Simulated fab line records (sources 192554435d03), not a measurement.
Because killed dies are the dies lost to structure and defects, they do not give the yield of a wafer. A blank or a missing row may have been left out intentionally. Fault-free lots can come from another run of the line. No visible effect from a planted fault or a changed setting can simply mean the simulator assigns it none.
fab line records ; flow n5Finfet
record lots=10; wafers=24; lastDay=17
route steps=1938 shown BEOL_M4@1111 BEOL_M5@1157 MIM_BOT_LITHO@1865 TV_OPEN@1888 PASSIVATION@1927
lots that met no fault: taken from a fault-free run of the same line
startH: start of the lot's first displayed wafer, in hours after the record's first day ; waitH: hours from the lot's prior step to this one ; " as in the row above ; L1.1+2: a single row standing in for several wafers ; - value missing, or start not given ; * or withheld: withheld ; < > ~ a bound
route shown NAME@n: a module of which the file shows steps, and the number in the route of the first ; usual: mean/standard deviation of fault-free wafers ; same: alike in all rows ; chamber/n: place in a boat ; sites: each site's reading ; _std_site: standard deviation of those values ; _edge_site: inner sites' mean taken away from outer sites' mean ; radiusMm: for every site, how far away it sits from the centre of the wafer ; mask NAME#n: copy n ; behind: the tool/chamber that last shaped the wafer ; hold: cause of the lot's hold/its duration in hours/its outcome ; device: the n, p or np transistor that did not switch ; end of line: the same wafers' tests at the end of the route ; for a step that has no rows: nothing shown but its recipe ; killed: dies lost to structure and defects at the first sort, not the wafer's yield ; map: per-die view of a wafer (x killed, . not killed, _ where there is no die)
set.NAME: the run value of the setting; set.NAME@STEP: its run value at that earlier step ; model.NAME: the simulator's own value behind a step, which no gauge read
the route's steps for a sample of lots (tables are steps, rows are wafers)
services: from which hour (startH, from the record's first day; less than 0 if before it) a tool's chamber was out of use, for how many hours, and why
## steps
# step N5_BEOL_M4_RC_MEAS_101
# usual DIBL_N=36.0/2; DIBL_P=35.9/2.5; IOFF_N=0.16/0.038; IOFF_P=0.21/0.04; ION_N=675/14; ION_P=462/9.4; SS_N=71.5/0.75; SS_P=73.2/0.74; VT_N=250/3.9; VT_P=-251/3.2
lot.wafer;tool;chamber;startH;waitH;DIBL_N[mV/V];DIBL_P[mV/V];IOFF_N[nA/um];IOFF_P[nA/um];ION_N[uA/um];ION_P[uA/um];SS_N[mV/dec];SS_P[mV/dec];VT_N[mV];VT_P[mV]
L169.1;prober-01;0;166.62;0.0;37.7;35.8;0.20;0.20;667;455;72.2;72.8;249;-252
L169.4;prober-01;0;166.62;0.0;36.3;33.6;0.16;0.16;675;452;71.1;72.4;250;-255
L171.2;prober-01;0;178.60;0.2;40.0;37.8;0.23;0.28;690;468;72.1;74.2;242;-246
L171.5;prober-01;0;178.60;0.2;32.6;30.3;0.12;0.18;679;474;69.8;72.2;249;-251
L172.4;prober-01;0;182.65;0.5;36.7;37.6;0.18;0.24;670;463;72.8;73.0;249;-249
L172.5;prober-01;0;182.65;0.5;37.8;38.4;0.21;0.24;678;455;73.3;74.1;250;-249
L172.6;prober-01;0;182.65;0.5;34.0;33.3;0.13;0.16;667;459;72.2;73.1;257;-254
L174.2;prober-02;0;192.72;0.2;36.9;37.7;0.20;0.25;705;478;71.5;73.2;244;-246
L174.3;prober-02;0;192.72;0.2;37.0;39.5;0.18;0.28;681;474;71.4;74.4;249;-249
L174.6;prober-02;0;192.72;0.2;37.0;38.4;0.18;0.26;692;479;71.2;73.7;247;-248
L173.1;prober-01;0;197.12;0.0;37.3;37.2;0.17;0.19;664;446;72.3;73.7;251;-255
L173.2;prober-01;0;197.12;0.0;32.4;31.9;0.11;0.14;654;445;70.8;72.6;256;-257
L173.6;prober-01;0;197.12;0.0;38.7;39.4;0.20;0.25;670;459;71.8;74.5;246;-251
L184.3;prober-01;0;268.25;0.3;38.6;39.3;0.22;0.24;685;466;72.4;73.3;248;-251
L184.6;prober-01;0;268.25;0.3;35.6;36.2;0.17;0.20;696;474;71.3;72.3;248;-249
L183.5;prober-02;0;268.78;0.6;35.2;36.0;0.17;0.22;695;472;71.0;73.5;248;-248
L183.6;prober-02;0;268.78;0.6;32.2;30.1;0.10;0.13;655;448;70.8;71.6;257;-258
L188.3;prober-01;0;273.98;0.3;33.9;30.5;0.13;0.16;653;444;70.8;72.2;252;-256
L188.4;prober-01;0;273.98;0.3;39.8;39.0;0.27;0.30;696;469;72.6;73.9;241;-244
L189.2;prober-01;0;276.71;0.2;36.8;37.8;0.16;0.21;685;465;71.4;73.6;250;-248
L189.3;prober-01;0;276.71;0.2;31.9;32.6;0.09;0.15;660;463;70.5;71.4;258;-256
L189.5;prober-01;0;276.71;0.2;35.9;36.6;0.15;0.20;676;468;71.2;72.9;251;-251
L192.2;prober-01;0;311.46;0.2;38.3;37.2;0.19;0.21;689;465;72.3;74.2;249;-253
L192.5;prober-01;0;311.46;0.2;39.1;37.9;0.21;0.22;679;454;73.5;73.3;246;-250
# step N5_BEOL_M5_VIA_ETCH_34
# recipe chemistry=C4F6/O2; target=SiCOH_lowk; targetDepthA=883; maskMaterial=SOC; taperDeg=4; timeS=39.2; ionEnergyEv=250; pressureMtorr=30; sourceW=345; biasW=185; Ar_flow_sccm=300; C4F6_flow_sccm=10; O2_flow_sccm=10
# usual O2_flow_sccm=10.00/0.032; chamberPressureMTorr=29.998/0.027; drypumpMotorCurrentA=5.5/0.34; oes_o_777_au=0.77/0.094; oesProductAu=0.77/0.098; rfFwdPowerW=340.9/1.5; rfVppV=668/13; showerheadPlenumPTorr=2.86/0.067; throttleValvePct=21.0/0.31
# same timeS=39.2
lot.wafer;tool;chamber;startH;waitH;O2_flow_sccm;chamberPressureMTorr;drypumpMotorCurrentA;oes_o_777_au;oesProductAu;rfFwdPowerW;rfHoursCounterH;rfVppV;showerheadPlenumPTorr;throttleValvePct
L169.1;rieDiel-02;0;171.36;0.0;9.97;30.000;5.8;0.82;0.89;340.5;37;676;2.89;20.7
L169.4;rieDiel-02;2;171.36;0.0;10.01;29.953;5.7;0.63;0.69;341.0;243;690;2.89;20.7
L171.2;rieDiel-01;1;184.05;0.0;10.02;29.998;5.5;0.73;0.74;341.9;162;684;2.93;20.9
L171.5;rieDiel-01;0;184.05;0.0;10.05;29.945;5.3;0.86;0.87;340.9;-;672;2.89;21.1
L172.4;rieDiel-02;0;187.04;0.0;9.98;30.071;5.8;0.82;0.87;341.0;42;675;2.89;20.7
L172.5;rieDiel-02;0;187.04;0.0;10.03;30.026;5.8;0.83;0.87;340.4;-;676;2.89;20.7
L172.6;rieDiel-02;1;187.04;0.0;10.05;30.001;5.9;0.72;0.71;338.5;-;659;2.86;20.9
L174.2;rieDiel-06;2;198.08;0.0;10.02;29.976;5.1;0.93;0.87;342.1;65;656;2.87;20.7
L174.3;rieDiel-06;3;198.08;0.0;9.98;29.972;4.9;0.71;0.70;342.8;226;647;2.74;21.7
L174.6;rieDiel-06;3;198.08;0.0;10.03;29.988;4.9;0.70;0.70;342.7;-;648;2.74;21.6
L173.1;rieDiel-06;2;201.81;0.0;9.98;30.002;5.0;0.94;0.87;340.0;66;658;2.87;20.7
L173.2;rieDiel-06;0;201.81;0.0;9.98;30.057;5.4;0.78;0.76;338.5;164;679;2.97;20.9
L173.6;rieDiel-06;3;201.81;0.0;9.91;30.007;4.9;0.70;0.70;342.8;-;648;2.74;21.7
L183.5;rieDiel-01;1;273.49;0.0;10.00;29.978;5.5;0.70;0.52;342.7;-;683;2.92;20.9
L183.6;rieDiel-01;2;273.49;0.0;10.00;29.973;5.9;0.66;0.50;340.7;-;679;2.84;21.4
L184.3;rieDiel-01;3;274.23;0.0;10.02;29.973;5.2;0.70;0.66;343.2;257;667;2.76;20.9
L184.6;rieDiel-01;1;274.23;0.0;10.03;30.016;5.5;0.71;0.52;343.6;-;681;2.92;20.9
L188.3;rieDiel-06;1;279.98;0.0;9.99;29.999;5.9;0.69;0.68;340.2;242;663;2.92;21.2
L188.4;rieDiel-06;2;279.98;0.0;9.95;29.968;5.0;0.91;0.84;340.3;-;656;2.86;20.8
L189.2;rieDiel-02;3;285.18;0.0;9.97;29.981;5.8;0.99;0.97;338.7;3;642;2.79;20.8
L189.3;rieDiel-02;2;285.18;0.0;10.02;30.022;5.6;0.82;0.91;341.1;23;686;2.87;20.4
L189.5;rieDiel-02;3;285.18;0.0;9.94;30.022;5.8;0.99;0.97;340.0;-;642;2.79;20.8
L192.2;rieDiel-06;3;315.33;0.0;9.98;29.990;4.9;0.98;0.97;342.8;6;659;3.07;21.4
L192.5;rieDiel-06;2;315.33;0.0;10.02;29.980;5.0;0.89;0.81;339.8;-;657;2.85;20.8
# step N5_MIM_BOT_LITHO_DESCUM_10
# recipe chemistry=O2; timeS=7.9; sourcePowerW=50; biasPowerW=20; pressureMtorr=20; rfFrequencyHz=2.712e+07; tempC=40; o2FlowSccm=225
# usual chamberPressureMTorr=19.999/0.019; drypumpMotorCurrentA=5.6/0.43; oesProductAu=0.81/0.076; rfFwdPowerW=49.65/0.2; rfVppV=242.9/1.1; showerheadPlenumPTorr=2.09/0.054; throttleValvePct=20.59/0.22
# same timeS=7.9
lot.wafer;tool;chamber;startH;waitH;chamberPressureMTorr;drypumpMotorCurrentA;oesProductAu;rfFwdPowerW;rfHoursCounterH;rfVppV;showerheadPlenumPTorr;throttleValvePct
L169.1;rieDiel-03;3;252.88;0.0;19.968;5.5;0.86;49.47;55;244.8;2.12;20.45
L169.4;rieDiel-03;0;252.88;0.0;20.023;5.8;0.91;49.11;20;242.2;2.05;20.21
L172.4;rieDiel-05;0;268.38;0.0;19.979;6.0;0.69;49.81;217;241.1;1.99;20.59
L172.5;rieDiel-05;2;268.38;0.0;19.996;5.3;0.72;49.65;-;242.7;2.13;20.76
L172.6;rieDiel-05;3;268.38;0.0;20.004;5.8;0.69;49.88;-;242.4;2.09;20.96
L171.2;rieDiel-04;3;270.55;0.0;20.030;6.3;0.95;49.60;7;243.9;2.16;20.30
L171.5;rieDiel-04;1;270.55;0.0;20.010;5.3;0.80;49.73;-;241.5;2.00;20.45
L174.2;rieDiel-05;1;274.67;0.0;19.991;5.3;0.86;49.54;50;244.6;2.14;20.71
L174.3;rieDiel-05;2;274.67;0.0;20.020;5.3;0.72;49.78;147;244.3;2.13;20.77
L174.6;rieDiel-05;3;274.67;0.0;19.994;5.8;0.69;49.68;-;242.6;2.09;20.95
L173.1;rieDiel-04;3;281.46;0.0;19.981;6.3;0.94;49.61;10;241.9;2.16;20.31
L173.2;rieDiel-04;1;281.46;0.0;19.982;5.3;0.81;49.51;84;241.0;2.00;20.45
L173.6;rieDiel-04;1;281.46;0.0;19.993;5.3;0.80;49.68;-;242.7;2.00;20.47
L184.3;rieDiel-03;2;356.89;0.0;20.008;5.3;0.90;49.87;42;242.8;2.13;20.38
L188.3;rieDiel-05;1;368.88;0.0;19.999;5.3;0.82;49.53;81;243.5;2.13;20.76
L188.4;rieDiel-05;1;368.88;0.0;20.023;5.3;0.82;49.53;-;242.4;2.13;20.77
L189.2;rieDiel-04;2;370.96;0.0;19.987;5.5;0.82;49.79;94;242.4;2.05;20.89
L189.3;rieDiel-04;3;370.96;0.0;20.024;6.2;0.88;49.79;42;243.4;2.15;20.34
L189.5;rieDiel-04;3;370.96;0.0;19.997;6.2;0.89;49.82;-;243.0;2.15;20.34
L192.2;rieDiel-03;1;406.83;0.0;20.005;6.3;0.75;49.73;166;243.0;2.11;20.73
L192.5;rieDiel-03;3;406.83;0.0;20.030;5.5;0.80;49.49;-;244.8;2.11;20.52
# step N5_PASSIVATION_VIA_ETCH_13
# recipe chemistry=CHF3/O2; target=SiO2; targetDepthA=6600; CHF3_flow_sccm=50; O2_flow_sccm=5; Ar_flow_sccm=200; timeS=330; maskMaterial=PR; pressureMtorr=30; sourceW=650; biasW=170; ionEnergyEv=200; ends=cleared
# usual O2_flow_sccm=4.999/0.015; chamberPressureMTorr=30.000/0.026; drypumpMotorCurrentA=5.5/0.33; etchRfOnTimeS=234/6.1; oes_o_777_au=0.82/0.096; oesProductAu=0.74/0.09; rfFwdPowerW=648.2/1.9; rfVppV=527/9.3; showerheadPlenumPTorr=2.43/0.059; throttleValvePct=18.90/0.24
lot.wafer;tool;chamber;startH;waitH;O2_flow_sccm;chamberPressureMTorr;drypumpMotorCurrentA;etchRfOnTimeS;oes_o_777_au;oesProductAu;rfFwdPowerW;rfHoursCounterH;rfVppV;showerheadPlenumPTorr;throttleValvePct
L169.1;rieDiel-02;0;254.59;0.0;4.994;30.017;5.8;242;0.84;0.74;649.6;66;529;2.43;18.77
L169.4;rieDiel-02;2;254.59;0.0;5.009;30.017;5.6;230;0.86;0.84;647.0;-;542;2.44;18.46
L172.4;rieDiel-02;0;272.11;0.1;4.956;30.041;5.9;233;0.82;0.75;649.0;-;531;2.43;18.78
L172.5;rieDiel-02;2;272.11;0.1;5.017;30.036;5.6;233;0.86;0.83;646.8;-;542;2.44;18.46
L172.6;rieDiel-02;1;272.11;0.1;4.981;30.040;5.9;244;0.71;0.62;649.6;-;517;2.41;18.94
L171.2;rieDiel-06;1;272.11;0.0;4.998;30.017;6.0;229;0.70;0.62;644.7;239;523;2.47;19.15
L171.5;rieDiel-06;1;272.11;0.0;4.968;30.025;6.0;234;0.71;0.62;648.7;-;520;2.47;19.17
L174.2;rieDiel-01;2;279.85;0.0;5.005;30.022;5.8;233;0.67;0.63;650.0;243;535;2.40;19.48
L174.3;rieDiel-01;0;279.85;0.0;5.008;29.951;5.3;229;0.83;0.76;649.3;57;529;2.44;19.09
L174.6;rieDiel-01;1;279.85;0.0;4.981;29.985;5.5;248;0.71;0.64;650.1;-;536;2.48;18.97
L173.1;rieDiel-06;0;285.72;0.0;4.993;30.006;5.4;224;0.75;0.66;647.6;190;533;2.50;18.88
L173.2;rieDiel-06;1;285.72;0.0;4.971;30.002;5.9;223;0.71;0.62;652.8;244;522;2.47;19.16
L173.6;rieDiel-06;1;285.72;0.0;4.970;29.997;5.9;229;0.70;0.62;649.7;-;521;2.47;19.15
L184.3;rieDiel-01;3;359.09;0.0;5.003;29.993;5.2;238;0.94;0.83;646.5;21;525;2.32;18.64
L188.3;rieDiel-06;2;371.89;0.0;5.001;30.037;5.1;231;0.84;0.72;646.1;123;517;2.41;18.86
L188.4;rieDiel-06;0;371.89;0.0;4.991;29.946;5.3;229;0.74;0.64;649.0;219;534;2.49;18.93
L189.2;rieDiel-02;3;372.64;0.0;4.992;29.977;5.8;230;0.91;0.82;646.1;25;504;2.35;18.83
L189.3;rieDiel-02;2;372.64;0.0;4.986;30.005;5.7;232;0.79;0.78;648.0;55;540;2.43;18.53
L189.5;rieDiel-02;2;372.64;0.0;5.010;30.007;5.7;229;0.81;0.78;649.1;-;541;2.43;18.52
L192.2;rieDiel-01;1;409.39;0.0;4.997;30.021;5.5;244;0.68;0.62;648.6;236;538;2.46;19.06
L192.5;rieDiel-01;0;409.39;0.0;4.996;29.966;5.3;228;0.79;0.71;650.2;-;528;2.42;19.16
# step N5_PASSIVATION_INSPECT_67
# recipe mode=adi; inspectInstrument=macro
# usual rawDefectCount=2.2/1.4
lot.wafer;tool;chamber;startH;waitH;rawDefectCount
L169.1;defectInspect-02;-;258.12;0.0;2
L169.4;defectInspect-02;-;258.12;0.0;3
L172.4;defectInspect-01;-;275.40;0.0;3
L172.5;defectInspect-01;-;275.40;0.0;1
L172.6;defectInspect-01;-;275.40;0.0;3
L171.2;defectInspect-01;-;275.60;0.0;0
L171.5;defectInspect-01;-;275.60;0.0;2
L174.2;defectInspect-01;-;283.39;0.0;3
L174.3;defectInspect-01;-;283.39;0.0;4
L174.6;defectInspect-01;-;283.39;0.0;3
L173.1;defectInspect-01;-;289.04;0.0;3
L173.2;defectInspect-01;-;289.04;0.0;0
L173.6;defectInspect-01;-;289.04;0.0;3
L184.3;defectInspect-02;-;363.05;0.0;0
L188.3;defectInspect-01;-;376.09;0.0;3
L188.4;defectInspect-01;-;376.09;0.0;1
L189.2;defectInspect-02;-;376.13;0.0;2
L189.3;defectInspect-02;-;376.13;0.0;2
L189.5;defectInspect-02;-;376.13;0.0;1
L192.2;defectInspect-01;-;412.79;0.0;4
L192.5;defectInspect-01;-;412.79;0.0;1
# step N5_PASSIVATION_PROBE_49
# usual defectLimitedYield=91.3/1.5; killed_at_M0_to_M3=33/12; killed_at_M4_up=15/5.2; killedAtContacts=12/5.1; killedAtFrontEnd=39/11; killedAtOther=5/3.6; killedDies=103/18; killedOnRim=14/4.3; killedOpen=67/13; killedShort=33/7.8; sort_bin_5_function=5.1/0.96; sort_bin_6_memory=3.2/0.71; sort_bin_8_speed=0.01/0.063; sortNPass=1077/18; sortYieldPct=91.3/1.5
# same grossDies=1180; killedAtBackSide=0; sort_bin_4_leakage[%]=0
lot.wafer;tool;chamber;startH;waitH;defectLimitedYield[%];killed_at_M0_to_M3;killed_at_M4_up;killedAtContacts;killedAtFrontEnd;killedAtOther;killedDies;killedOnRim;killedOpen;killedShort;sort_bin_5_function[%];sort_bin_6_memory[%];sort_bin_8_speed[%];sortNPass;sortYieldPct[%]
L169.1;prober-02;-;261.21;0.0;91.9;32;16;17;31;0;96;7;64;32;4.6;3.3;0;1084;91.9
L169.4;prober-02;-;261.36;0.2;88.2;47;10;14;63;5;139;14;84;47;6.9;3.8;0;1041;88.2
L172.4;prober-02;-;278.62;0.2;90.9;43;14;13;31;6;107;16;81;24;4.7;4.2;0;1073;90.9
L172.5;prober-02;-;278.67;0.2;90.3;43;13;14;39;5;114;17;72;32;4.5;4.2;0;1066;90.3
L172.6;prober-02;-;278.72;0.3;89.8;47;24;7;35;7;120;13;81;38;6.5;3.5;0;1060;89.8
L173.1;prober-01;-;292.12;0.0;92.3;16;12;13;46;4;91;13;68;20;4.3;3.0;0;1089;92.3
L173.2;prober-01;-;292.17;0.1;95.3;16;7;5;25;2;55;7;41;13;3.1;1.4;0;1125;95.3
L173.6;prober-01;-;292.37;0.3;92.9;10;21;12;37;4;84;8;57;23;4.9;2.0;0;1096;92.9
L183.5;prober-02;-;364.71;0.2;0;32;1064;13;67;4;1180;152;74;41;95.7;3.1;0;0;0
L183.6;prober-02;-;364.76;0.3;0;38;1060;9;73;0;1180;152;100;38;95.3;4.5;0;0;0
L184.3;prober-02;-;366.23;0.1;91.7;35;26;9;26;2;98;12;65;29;5.7;2.4;0;1082;91.7
L184.6;prober-02;-;366.38;0.3;0;43;1066;19;51;1;1180;152;81;37;95.8;3.1;0;0;0
L188.3;prober-01;-;379.27;0.1;91.0;30;19;14;40;3;106;12;78;28;5.7;3.1;0.68;1066;90.3
L188.4;prober-01;-;379.32;0.2;92.6;23;12;8;37;7;87;18;66;21;4.7;2.5;0;1093;92.6
# killed by level:class
L169.1 MOL_CONTACT_COAG:geometricParticle:open=14 BEOL_M2:geometricParticle:open=9 BEOL_M3:geometricParticle:open=8 FIN_SAQP:geometricParticle:open=6 DUMMY_GATE:geometricParticle:open=6 FIN_SAQP:geometricParticle:short=5 BEOL_M0_SAQP:geometricParticle:short=4 BEOL_M5:geometricParticle:open=4
L169.4 STI_FIN_REVEAL:geometricParticle:open=14 MOL_CONTACT_COAG:geometricParticle:open=11 BEOL_M2:geometricParticle:open=10 BEOL_M0_SAQP:geometricParticle:short=9 HKMG_FIN:areaEtch=8 DUMMY_GATE:geometricParticle:open=7 BEOL_M3:geometricParticle:open=7 BEOL_M3:geometricParticle:short=7
L172.4 BEOL_M0_SAQP:geometricParticle:open=13 FIN_SAQP:geometricParticle:open=10 MOL_CONTACT_COAG:geometricParticle:open=9 BEOL_M4:geometricParticle:open=9 BEOL_M2:geometricParticle:open=7 BEOL_M3:geometricParticle:open=7 DUMMY_GATE:geometricParticle:open=6 BEOL_M0_SAQP:geometricParticle:short=6
L172.5 BEOL_M0_SAQP:geometricParticle:short=13 BEOL_M0_SAQP:geometricParticle:open=13 MOL_CONTACT_COAG:geometricParticle:open=10 HKMG_FIN:areaEtch=8 DUMMY_GATE:geometricParticle:open=7 BEOL_M3:geometricParticle:open=7 STI_FIN_REVEAL:geometricParticle:open=6 BEOL_M0:geometricParticle:open=5
L172.6 BEOL_M0_SAQP:geometricParticle:open=14 BEOL_M4:geometricParticle:open=12 BEOL_M3:geometricParticle:open=9 BEOL_M4:geometricParticle:short=7 DUMMY_GATE:geometricParticle:open=6 MOL_CONTACT_COAG:geometricParticle:open=6 FIN_SAQP:geometricParticle:open=5 FIN_SAQP:geometricParticle:short=5
L173.1 MOL_CONTACT_COAG:geometricParticle:open=12 FIN_SAQP:geometricParticle:open=8 STI_FIN_REVEAL:geometricParticle:open=7 FIN_SAQP:geometricParticle:short=6 BEOL_M3:geometricParticle:open=6 GATE_CUT:geometricParticle:open=5 BEOL_M4:geometricParticle:open=5 STARTING-WAFER:geometricParticle:open=5
L173.2 BEOL_M3:geometricParticle:open=7 STI_FIN_REVEAL:geometricParticle:open=6 GATE_CUT:geometricParticle:open=6 FIN_SAQP:geometricParticle:open=3 MOL_CONTACT_COAG:geometricParticle:short=3 BEOL_M4:geometricParticle:open=3 GATE_CUT:geometricParticle:short=2 MOL_CONTACT_COAG:geometricParticle:open=2
L173.6 FIN_SAQP:geometricParticle:open=12 MOL_CONTACT_COAG:geometricParticle:open=10 BEOL_M4:geometricParticle:open=6 STI_FIN_REVEAL:geometricParticle:open=4 SPACER0:geometricParticle:short=4 BEOL_M7:geometricParticle:open=4 FIN_SAQP:geometricParticle:short=3 BEOL_M2:geometricParticle:open=3
L183.5 BEOL_M5:areaEtch=1056 FIN_SAQP:geometricParticle:open=18 STI_FIN_REVEAL:geometricParticle:open=14 FIN_SAQP:geometricParticle:short=13 MOL_CONTACT_COAG:geometricParticle:open=12 BEOL_M0_SAQP:geometricParticle:short=9 BEOL_M3:geometricParticle:open=9 HKMG_FIN:areaEtch=9
L183.6 BEOL_M5:areaEtch=1041 STI_FIN_REVEAL:geometricParticle:open=24 BEOL_M3:geometricParticle:open=16 BEOL_M4:geometricParticle:open=12 FIN_SAQP:geometricParticle:short=9 FIN_SAQP:geometricParticle:open=9 STI_FIN_REVEAL:geometricParticle:short=8 MOL_CONTACT_COAG:geometricParticle:open=8
L184.3 BEOL_M2:geometricParticle:open=10 BEOL_M3:geometricParticle:open=10 STI_FIN_REVEAL:geometricParticle:open=9 MOL_CONTACT_COAG:geometricParticle:open=8 GATE_CUT:geometricParticle:short=5 BEOL_M1:geometricParticle:open=5 BEOL_M4:geometricParticle:short=5 STI_FIN_REVEAL:geometricParticle:short=4
L184.6 BEOL_M5:areaEtch=1055 STI_FIN_REVEAL:geometricParticle:open=22 BEOL_M3:geometricParticle:open=16 MOL_CONTACT_COAG:geometricParticle:open=15 BEOL_M3:geometricParticle:short=8 BEOL_M0_SAQP:geometricParticle:open=6 HKMG_FIN:areaEtch=6 BEOL_M0_SAQP:geometricParticle:short=5
L188.3 BEOL_M2:geometricParticle:open=12 FIN_SAQP:geometricParticle:open=11 STI_FIN_REVEAL:geometricParticle:open=9 MOL_CONTACT_COAG:geometricParticle:open=9 BEOL_M4:geometricParticle:open=7 BEOL_M0_SAQP:geometricParticle:short=6 DUMMY_GATE:geometricParticle:open=5 MOL_CONTACT_COAG:geometricParticle:short=5
L188.4 STI_FIN_REVEAL:geometricParticle:open=10 MOL_CONTACT_COAG:geometricParticle:open=8 GATE_CUT:geometricParticle:open=7 BEOL_M0_SAQP:geometricParticle:short=6 FIN_SAQP:geometricParticle:open=5 BEOL_M1:geometricParticle:open=5 BEOL_M2:geometricParticle:open=5 BEOL_M0_SAQP:geometricParticle:open=4
## services
tool;chamber;startH;hours;kind
rieDiel-04;3;149.33;7.2;repair
rieDiel-04;2;169.75;12.7;repair
rieDiel-02;1;178.83;7.1;repair
rieDiel-04;2;205.62;6.8;repair
rieDiel-01;2;220.13;3.2;repair
rieDiel-05;3;257.16;2.8;repair
rieDiel-02;3;266.56;10.3;repair
rieDiel-06;3;276.06;-;clean
rieDiel-06;3;276.06;-;consumableReplace:focusRing
rieDiel-06;3;276.06;-;consumableReplace:showerhead
rieDiel-04;2;277.62;3.7;repair
rieDiel-06;1;301.49;-;clean
rieDiel-05;-;312.87;0.5;repair
rieDiel-05;-;314.04;0.3;repair
rieDiel-02;3;320.24;22.2;repair
rieDiel-03;3;328.53;19.9;repair
rieDiel-05;1;338.88;7.3;repair
rieDiel-05;2;346.91;6.7;repair
rieDiel-01;0;350.91;2.9;repair
rieDiel-06;2;352.76;1.7;repair
rieDiel-02;1;356.52;10.3;repair
rieDiel-04;3;384.80;2.1;repair
rieDiel-03;0;384.97;14.7;repair
rieDiel-01;2;407.81;2.6;repair
## key
firstSign step=N5_PASSIVATION_PROBE_49; reading=killed_at_M4_up; direction=up; sigmas=99+; usual=15; struck=1063
effect step=N5_PASSIVATION_PROBE_49; reading=sort_bin_5_function; direction=up; sigmas=94; usual=5.1; struck=95.6
moreKillsBornAt N5_BEOL_M5_VIA_ETCH_34@rieDiel-01=3152
metAt N5_BEOL_M5_VIA_ETCH_34
struckLots L183,L184
struckWafers L183.5,L183.6,L184.6
laterRowsLeftOut L183.5,L183.6,L184.6
notActingAt N5_MIM_BOT_LITHO_DESCUM_10,N5_PASSIVATION_VIA_ETCH_13,N5_PASSIVATION_INSPECT_67
onsetBetween 184.05 273.49
fault kind=processParameterDrift; tool=rieDiel-01; chamber=-; onsetH=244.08; steps=N5_BEOL_M5_VIA_ETCH_34; channel=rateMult; offset=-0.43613; shape=step; endH=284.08; scope=struckWafersOnly
# laterRowsLeftOut: the simulator's readings of these wafers behind a module that went badly wrong aren't trusted and aren't shown, but for the sort
